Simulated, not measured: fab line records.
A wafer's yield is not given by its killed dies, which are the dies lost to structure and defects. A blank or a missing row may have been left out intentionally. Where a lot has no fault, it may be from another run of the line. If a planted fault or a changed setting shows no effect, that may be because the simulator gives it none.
fab line records	flow nand-harc
record: lots: 12	wafers: 36	last-day: 31
route steps=1302 shown A_CHANNEL_FILL_D2@615 A_STAIRCASE@650 END@1302
lots with no fault: from the same line, run without faults
start-h: start of the lot's first displayed wafer, in hours after the record's first day	wait-h: how many hours have passed since the lot's step before this one	" identical to the entry in the row above	L1.1+2: a row that stands for several wafers	- no value, or no start was given	* or withheld: withheld	< > ~ a bound
route shown NAME@n: names a module that has steps shown in the file, with the first one's number in the route	usual: mean/standard deviation of fault-free wafers	same: alike in all rows	chamber/n: place in a boat	sites: each site's reading	_std_site: how widely they spread, as a standard deviation	_edge_site: outer sites' mean less inner sites'	radius-mm: for every site, how far away it sits from the centre of the wafer	mask NAME#n: copy n	behind: the tool/chamber that last shaped the wafer	hold: cause of the lot's hold/its duration in hours/its outcome	device: which transistor (n, p or np) failed to switch	end of line: the same wafers' tests at the end of the route	step lacking rows: just its recipe	killed: dies that structure and defects cost at the first sort, which is not the same as the wafer's yield	map: the dies of a wafer, with x for killed, . for not killed, _ for no die there
set.NAME: setting as actually run; set.NAME@STEP: the setting as run at that earlier step	model.NAME: the simulator's own value behind a step, which no gauge read
steps of the route over a sample of lots; a table a step, a row a wafer
services: the hour from which a tool's chamber was out of use, counted from the record's first day as start-h (under 0 if before that day), plus the number of hours and why
== steps ==
step: NHARC_A_CHANNEL_FILL_D2_ALD_15
recipe: target-thk-a: 20	pulse-time-s: 60	ald-cycles: 19	temp-c: 630	pressure-torr: 2	material: SiNx
usual: precursor-pulse-height-rel: 0.999/0.02
same: pulse-time-s: 60
lot.wafer	tool	chamber	start-h	wait-h	precursor-pulse-height-rel
L651.3	ald-sin-batch-03	0	-	-	1.010
L651.4	"	0	"	"	0.965
L651.5	"	0	"	"	1.008
L650.3	ald-sin-batch-02	0	-	-	0.991
L650.4	"	0	"	"	0.986
L650.6	"	0	"	"	1.024
L652.1	ald-sin-batch-02	0	-	-	1.030
L652.2	"	0	"	"	1.009
L652.4	"	0	"	"	0.992
L653.1	ald-sin-batch-02	0	-	-	1.020
L653.4	"	0	"	"	1.002
L653.6	"	0	"	"	0.983
L654.1	ald-sin-batch-02	0	-	-	0.987
L654.5	"	0	"	"	1.009
L654.6	"	0	"	"	1.010
L655.1	ald-sin-batch-02	0	-	-	0.999
L655.2	"	0	"	"	0.979
L655.6	"	0	"	"	1.005
L657.2	ald-sin-batch-02	0	-	-	1.021
L657.3	"	0	"	"	0.955
L657.6	"	0	"	"	0.995
L658.1	ald-sin-batch-02	0	-	-	0.998
L658.2	"	0	"	"	1.011
L658.4	"	0	"	"	0.970
L659.3	ald-sin-batch-02	0	-	-	0.991
L659.5	"	0	"	"	0.998
L659.6	"	0	"	"	0.965
L660.4	ald-sin-batch-02	0	-	-	1.020
L660.5	"	0	"	"	1.023
L660.6	"	0	"	"	0.996
L661.1	ald-sin-batch-03	0	-	-	0.972
L661.3	"	0	"	"	0.966
L661.5	"	0	"	"	0.984
L668.1	ald-sin-batch-02	0	-	-	1.017
L668.3	"	0	"	"	1.015
L668.6	"	0	"	"	1.025
step: NHARC_A_CHANNEL_FILL_D2_CMP_10
recipe: target-thk-nm: 150
usual: motor-current-A: 11.7/1.4	time-to-endpoint-s: 13.9/2.3
lot.wafer	tool	chamber	start-h	wait-h	motor-current-A	time-to-endpoint-s
L651.3	cmp-03	3	343.14	0.4	11.5	18.4
L651.4	"	1	"	"	10.7	15.4
L651.5	"	3	"	"	11.4	15.4
L650.4	cmp-03	1	367.94	0.4	10.8	13.3
L650.3	"	3	"	"	10.8	13.4
L650.6	"	1	"	"	10.2	11.8
L652.2	cmp-01	3	374.01	0.4	12.3	16.8
L652.1	"	1	"	"	14.5	16.5
L652.4	"	2	"	"	13.6	13.2
L653.4	cmp-03	2	374.04	0.4	12.6	13.4
L653.1	"	3	"	"	11.7	13.6
L653.6	"	0	"	"	11.4	12.5
L655.2	cmp-03	1	388.13	0.4	10.2	12.0
L655.1	"	3	"	"	11.6	12.5
L655.6	"	2	"	"	12.9	11.7
L654.1	cmp-04	3	388.18	0.4	10.7	11.4
L654.5	"	1	"	"	9.1	14.8
L654.6	"	2	"	"	10.6	13.5
L657.2	cmp-01	1	429.16	0.4	14.5	14.1
L657.3	"	2	"	"	13.7	11.9
L657.6	"	2	"	"	13.1	13.2
L658.1	cmp-03	0	429.16	0.4	11.3	11.9
L658.4	"	2	"	"	12.6	10.4
L658.2	"	3	"	"	11.4	11.3
L659.3	cmp-03	0	445.21	0.4	12.0	10.8
L659.6	"	1	"	"	10.5	13.4
L659.5	"	2	"	"	13.2	10.5
L660.4	cmp-01	1	457.58	0.4	13.8	13.8
L660.5	"	3	"	"	13.0	14.5
L660.6	"	0	"	"	10.2	12.3
L661.1	cmp-04	3	465.55	0.4	10.5	13.8
L661.3	"	1	"	"	9.2	16.2
L661.5	"	3	"	"	10.8	15.2
L668.3	cmp-04	1	529.25	0.4	8.9	13.7
L668.1	"	3	"	"	11.0	11.8
L668.6	"	1	"	"	9.1	13.4
step: NHARC_A_CHANNEL_FILL_D2_RTA_24
recipe: temp-c: 1000	time-s: 5
usual: lamp-power-pct: 28.2/1.1	lamp_zone_3_pct: 28.2/1.1	lamp_zone_4_pct: 28.2/1.1	lamp_zone_7_pct: 28.7/1.1	wafer_temp_C_max: 1003.4/0.75
lot.wafer	tool	chamber	start-h	wait-h	lamp-power-pct	lamp_zone_3_pct	lamp_zone_4_pct	lamp_zone_7_pct	wafer_temp_C_max
L651.3	rtp-anneal-02	0	343.62	0.1	27.2	27.2	27.2	27.6	1002.4
L651.4	"	0	"	"	27.1	27.1	27.2	27.6	1004.5
L651.5	"	0	"	"	27.2	27.1	27.2	27.6	1003.7
L650.3	rtp-anneal-02	0	368.39	0.1	27.2	27.2	27.1	27.5	1003.2
L650.4	"	0	"	"	27.1	27.1	27.2	27.6	1005.0
L650.6	"	0	"	"	27.2	27.2	27.2	27.5	1002.5
L653.1	rtp-anneal-02	0	374.41	0.0	27.1	27.2	27.1	27.5	1004.8
L653.4	"	0	"	"	27.2	27.1	27.1	27.6	1004.3
L653.6	"	0	"	"	27.1	27.1	27.2	27.6	1004.1
L652.1	rtp-anneal-02	0	374.58	0.2	27.1	27.1	27.1	27.6	1003.4
L652.2	"	0	"	"	27.1	27.1	27.1	27.5	1002.8
L652.4	"	0	"	"	27.1	27.1	27.1	27.6	1003.4
L654.1	rtp-anneal-02	0	388.67	0.2	27.1	27.2	27.1	27.6	1003.7
L654.5	"	0	"	"	27.2	27.1	27.2	27.6	1002.8
L654.6	"	0	"	"	27.1	27.2	27.2	27.6	1004.6
L655.1	rtp-anneal-01	0	388.83	0.3	29.3	29.3	29.3	29.8	1004.0
L655.2	"	0	"	"	29.3	29.3	29.3	29.8	1004.3
L655.6	"	0	"	"	29.3	29.3	29.3	29.8	1003.3
L658.1	rtp-anneal-02	0	429.57	0.0	27.1	27.2	27.2	27.5	1002.7
L658.2	"	0	"	"	27.2	27.1	27.1	27.5	1003.9
L658.4	"	0	"	"	27.1	27.2	27.2	27.6	1004.5
L657.2	rtp-anneal-01	0	429.60	0.1	29.3	29.3	29.3	29.8	1004.4
L657.3	"	0	"	"	29.3	29.3	29.3	29.8	1004.1
L657.6	"	0	"	"	29.3	29.3	29.3	29.8	1003.7
L659.3	rtp-anneal-02	0	445.61	0.1	27.2	27.1	27.2	27.6	1004.2
L659.5	"	0	"	"	27.2	27.2	27.2	27.6	1004.7
L659.6	"	0	"	"	27.1	27.2	27.2	27.6	1003.1
L660.4	rtp-anneal-01	0	458.03	0.1	29.3	29.3	29.3	29.8	1003.8
L660.5	"	0	"	"	29.3	29.3	29.3	29.8	1004.4
L660.6	"	0	"	"	29.3	29.3	29.3	29.8	1003.8
L660.4	rtp-anneal-01	0	458.77	0.7	29.3	29.3	29.2	29.8	1002.5
L660.5	"	0	"	"	29.2	29.3	29.3	29.8	1003.5
L660.6	"	0	"	"	29.3	29.3	29.3	29.8	1003.0
L661.1	rtp-anneal-01	0	465.94	0.0	29.4	29.3	29.4	29.7	1004.4
L661.3	"	0	"	"	29.3	29.4	29.3	29.8	1002.9
L661.5	"	0	"	"	29.3	29.3	29.3	29.7	1004.4
L661.1	rtp-anneal-01	0	466.44	0.5	29.3	29.3	29.3	29.8	1002.9
L661.3	"	0	"	"	29.3	29.3	29.3	29.8	1002.9
L661.5	"	0	"	"	29.3	29.3	29.3	29.8	1002.9
L668.1	rtp-anneal-01	0	529.64	0.0	29.3	29.3	29.3	29.7	1003.6
L668.3	"	0	"	"	29.3	29.4	29.3	29.8	1003.7
L668.6	"	0	"	"	29.3	29.3	29.3	29.7	1002.8
L668.1	rtp-anneal-01	0	530.28	0.6	29.3	29.3	29.3	29.8	1003.0
L668.3	"	0	"	"	29.3	29.3	29.3	29.8	1002.9
L668.6	"	0	"	"	29.3	29.3	29.3	29.8	1003.4
step: NHARC_A_STAIRCASE_DESCUM_168
recipe: time-s: 3	o2-flow-sccm: 200	ar-flow-sccm: 0	bias-power-w: 0	chemistry: O2
usual: drypump-motor-current-A: 5.5/0.53	oes-product-au: 1.001/0.0067	rf-vpp-V: 57.7/0.82	showerhead-plenum-p-Torr: 1.88/0.069	throttle-valve-pct: 11.313/0.0088
same: bias-power-w: 0
lot.wafer	tool	chamber	start-h	wait-h	drypump-motor-current-A	oes-product-au	rf-hours-counter-h	rf-vpp-V	showerhead-plenum-p-Torr	throttle-valve-pct
L651.3	rie-diel-05	0	344.69	-	6.1	0.997	35	57.9	1.92	11.318
L651.4	"	2	"	"	6.2	0.987	33	56.8	1.89	11.324
L651.5	"	3	"	"	4.9	0.992	-	57.8	1.84	11.306
L650.4	rie-diel-02	1	369.58	-	5.7	1.006	51	58.6	1.77	11.312
L650.3	"	2	"	"	5.7	0.999	39	57.3	1.94	11.308
L650.6	"	1	"	"	5.7	0.999	-	57.0	1.77	11.306
L653.4	rie-diel-05	3	375.70	-	4.9	1.012	42	56.8	1.83	11.319
L653.1	"	1	"	"	4.8	1.013	48	59.3	1.97	11.306
L653.6	"	3	"	"	4.9	0.992	-	58.3	1.83	11.328
L652.1	rie-diel-02	0	375.82	-	5.1	1.013	48	57.5	1.85	11.305
L652.4	"	2	"	"	5.7	0.994	44	58.1	1.94	11.318
L652.2	"	3	"	"	5.6	0.999	51	56.5	1.79	11.318
L655.1	rie-diel-05	1	390.10	-	4.8	1.006	53	58.2	1.96	11.306
L655.2	"	2	"	"	6.3	0.994	49	58.1	1.88	11.313
L655.6	"	3	"	"	4.9	0.999	-	57.8	1.83	11.301
L654.1	rie-diel-02	2	390.27	-	5.7	0.994	51	57.7	1.94	11.320
L654.6	"	3	"	"	5.6	1.004	-	57.0	1.79	11.316
L654.5	"	0	"	"	5.1	1.005	-	57.9	1.85	11.315
L658.2	rie-diel-04	1	430.82	-	5.8	0.997	26	57.9	1.87	11.311
L658.4	"	2	"	"	5.1	1.001	23	57.9	1.81	11.300
L658.1	"	3	"	"	6.1	0.984	24	57.7	1.94	11.309
L657.3	rie-diel-05	1	430.98	-	4.8	1.001	3	59.1	1.96	11.320
L657.2	"	2	"	"	6.2	0.987	3	57.7	1.88	11.319
L657.6	"	2	"	"	6.2	0.994	-	57.6	1.88	11.306
L659.3	rie-diel-02	1	446.80	-	5.7	1.005	14	59.5	2.07	11.329
L659.6	"	1	"	"	5.7	0.993	-	57.9	2.07	11.293
L659.5	"	2	"	"	5.7	1.011	-	58.1	1.93	11.309
L660.4	rie-diel-05	1	461.69	-	4.8	1.005	15	57.3	1.96	11.305
L660.5	"	1	"	"	4.8	1.001	-	58.7	1.96	11.316
L660.6	"	2	"	"	6.2	0.983	-	55.8	1.88	11.325
L661.3	rie-diel-05	2	467.61	-	6.2	0.994	14	59.3	1.88	11.311
L661.1	"	3	"	"	4.9	0.994	16	56.5	1.83	11.325
L661.5	"	1	"	"	4.7	1.004	-	57.8	1.96	11.306
L668.1	rie-diel-05	0	531.48	-	6.1	1.007	35	56.5	1.90	11.338
L668.3	"	1	"	"	4.8	1.008	34	58.6	1.95	11.316
L668.6	"	0	"	"	6.1	1.006	-	56.9	1.90	11.306
step: NHARC_END_SORT_01
recipe: temp-c: 25
usual: killed-at-array: 53/18	killed-at-other: 0.9/1.3	killed-at-periphery: 4/3.1	killed-dies: 58/18	killed-open: 3.4/2	killed-short: 2.5/1.8
same: gross-dies: 677
lot.wafer	tool	chamber	start-h	wait-h	killed-at-array	killed-at-other	killed-at-periphery	killed-dies	killed-open	killed-short
L660.4	prober-01	0	683.91	3.4	52	0	3	55	3	6
L660.5	prober-01	0	684.71	3.7	56	0	2	58	2	2
L660.6	prober-01	0	685.51	4.0	61	0	0	61	5	4
L668.1	prober-01	0	745.23	2.5	44	0	1	45	2	3
L668.3	prober-01	0	746.82	3.1	38	1	13	52	1	3
L668.6	prober-01	0	749.21	4.0	38	3	5	46	3	2
killed by level:class
L660.4 A_SLIT:chamber-film-flake=22 A_CHANNEL_HOLE_D2:chamber-film-flake=10 A_CONTACT:chamber-film-flake=7 P_M0:geometric-particle:open=2 A_WL_FILL:geometric-particle:short=2 A_CHANNEL_HOLE_D1:chamber-film-flake=2 A_CHANNEL_FILL_D2:chamber-film-flake=2 A_CHANNEL_FILL_D1:geometric-particle:short=1
L660.5 A_SLIT:chamber-film-flake=21 A_CHANNEL_HOLE_D2:chamber-film-flake=14 A_CONTACT:chamber-film-flake=8 A_CHANNEL_HOLE_D1:chamber-film-flake=4 A_DECK1_JOINT:chamber-film-flake=4 A_CHANNEL_FILL_D1:geometric-particle:short=1 A_DECK1_JOINT:geometric-particle:open=1 A_CHANNEL_FILL_D2:geometric-particle:open=1
L660.6 A_SLIT:chamber-film-flake=25 A_CHANNEL_HOLE_D2:chamber-film-flake=14 A_CONTACT:chamber-film-flake=7 A_ONON_D2:geometric-particle:short=2 A_CHANNEL_FILL_D2:geometric-particle:open=2 A_CHANNEL_FILL_D2:chamber-film-flake=2 A_STAIRCASE:chamber-film-flake=2 A_CHANNEL_FILL_D1:geometric-particle:open=1
L668.1 A_CHANNEL_HOLE_D1:chamber-film-flake=19 A_CONTACT:chamber-film-flake=8 A_SLIT:chamber-film-flake=6 A_CHANNEL_HOLE_D2:chamber-film-flake=3 A_WL_FILL:chamber-film-flake=2 A_ONON_D1:geometric-particle:open=1 A_CHANNEL_FILL_D1:geometric-particle:open=1 A_ONON_D2:geometric-particle:short=1
L668.3 A_CHANNEL_HOLE_D1:chamber-film-flake=12 A_CONTACT:chamber-film-flake=11 P_GATE:chamber-film-flake=10 A_STAIRCASE:chamber-film-flake=5 A_SLIT:chamber-film-flake=5 A_CHANNEL_HOLE_D2:chamber-film-flake=2 P_CONTACT:geometric-particle:short=1 P_M0:geometric-particle:open=1
L668.6 A_CHANNEL_HOLE_D1:chamber-film-flake=15 A_CONTACT:chamber-film-flake=7 A_SLIT:chamber-film-flake=7 P_M2:chamber-film-flake=3 THIN_TSV:chamber-film-flake=3 A_STAIRCASE:chamber-film-flake=2 P_M0:geometric-particle:open=1 A_ONON_D1:geometric-particle:short=1
== services ==
tool	chamber	start-h	hours	kind
cmp-01	-	283.50	4.0	pm
rie-diel-05	0	288.25	-	clean
rie-diel-02	3	288.54	8.7	repair
cmp-01	-	302.01	3.2	repair
rie-diel-02	0	302.09	14.8	repair
cmp-04	-	307.26	4.0	pm
rie-diel-02	3	310.72	5.7	repair
rie-diel-02	2	329.92	27.3	repair
cmp-03	-	355.13	1.5	repair
cmp-03	-	359.02	4.0	pm
cmp-04	-	364.73	0.3	repair
rtp-anneal-01	-	372.00	12.0	pm
cmp-01	-	381.50	4.0	pm
rie-diel-02	3	394.60	6.4	repair
cmp-04	-	396.48	0.8	repair
cmp-04	-	405.26	4.0	pm
rie-diel-05	-	406.75	9.0	pm
cmp-03	-	457.02	4.0	pm
cmp-01	-	479.50	4.0	pm
rie-diel-02	2	485.22	11.9	repair
cmp-04	-	489.64	7.1	repair
cmp-04	-	503.31	4.0	pm
cmp-01	-	504.61	0.7	repair
rie-diel-04	-	518.10	0.4	repair
== key ==
first-sign: step: NHARC_A_CHANNEL_FILL_D2_RTA_24	reading: visit	direction: added
effect none on later readings
met-at NHARC_A_CHANNEL_FILL_D2_RTA_24
struck-lots L660,L661,L668
tester-left-out L660,L661,L668
not-acting-at NHARC_A_CHANNEL_FILL_D2_ALD_15,NHARC_A_CHANNEL_FILL_D2_CMP_10,NHARC_A_STAIRCASE_DESCUM_168
fault: kind: repeated-step-whole	tool: rtp-anneal-01,rtp-anneal-02	chamber: -	onset-h: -	steps: NHARC_A_CHANNEL_FILL_D2_RTA_24	times: 1	scope: struck-lots-only
tester-left-out: of these lots the tester's yield and bins aren't shown, on N5 and GAA mostly nor the transistor test; their killed dies are dies lost to structure and defects alone, not to doping, threshold or leakage, so they don't give the yield
